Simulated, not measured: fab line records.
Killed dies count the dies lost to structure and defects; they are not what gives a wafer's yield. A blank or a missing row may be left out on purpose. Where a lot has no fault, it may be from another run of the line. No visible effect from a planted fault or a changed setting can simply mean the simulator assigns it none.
Which tool is to blame? / flow n5_finfet / at 1 step of a route of 1938, 9 lots with 27 wafers sampled

== WHAT EACH GAUGE READ, for each wafer ==
N5_BEOL_M0_SAQP_OVL_MEAS_15.
lot=L075; measured=day 5 20:44; on=overlay-02; M0_CORE_OVL (nm)=0.0 0.1 0.6
lot=L080; measured=day 7 11:16; on=overlay-02; M0_CORE_OVL (nm)=-1.6 -1.1 -1.6
lot=L082; measured=day 7 17:57; on=overlay-01; M0_CORE_OVL (nm)=-0.5 -1.3 -0.4
lot=L085; measured=day 8 08:25; on=overlay-02; M0_CORE_OVL (nm)=-1.6 -1.0 0.0
lot=L087; measured=day 8 18:44; on=overlay-01; M0_CORE_OVL (nm)=-1.6 -2.0 -1.1
lot=L090; measured=day 9 10:47; on=overlay-02; M0_CORE_OVL (nm)=-1.9 -1.4 -1.8
lot=L092; measured=day 9 23:32; on=overlay-01; M0_CORE_OVL (nm)=-0.9 -0.2 -0.8
lot=L094; measured=day 10 16:26; on=overlay-01; M0_CORE_OVL (nm)=-1.4 -0.4 -1.3
lot=L097; measured=day 12 05:40; on=overlay-01; M0_CORE_OVL (nm)=0.9 0.8 1.6

== WHICH TOOL RAN EACH LOT (tool, then ch and the chambers of the sampled wafers, then the start) ==
Before these readings, the record contains no process step.

== THE ANSWER, worked out from the rows above alone ==
Rule: usual is defined by the lots themselves. Put in order of their means at a reading, lots are off if they are a third of the lots or fewer, leave a main group of 4 or more, and stand apart from it by a gap of 3 or more times the standard deviation of the main group's means; of several such gaps the widest counts. If all means in a main group match to the digits the tables above print for the reading, that group is not used. A lot without any number at a reading at which 4 lots or more have one is off too. Where the step has rows for the other lots, those lots are counted as sound.
No lot is off at any reading shown: from this, nothing can be told.

== WHAT WAS PUT IN BY THE SIMULATOR ==
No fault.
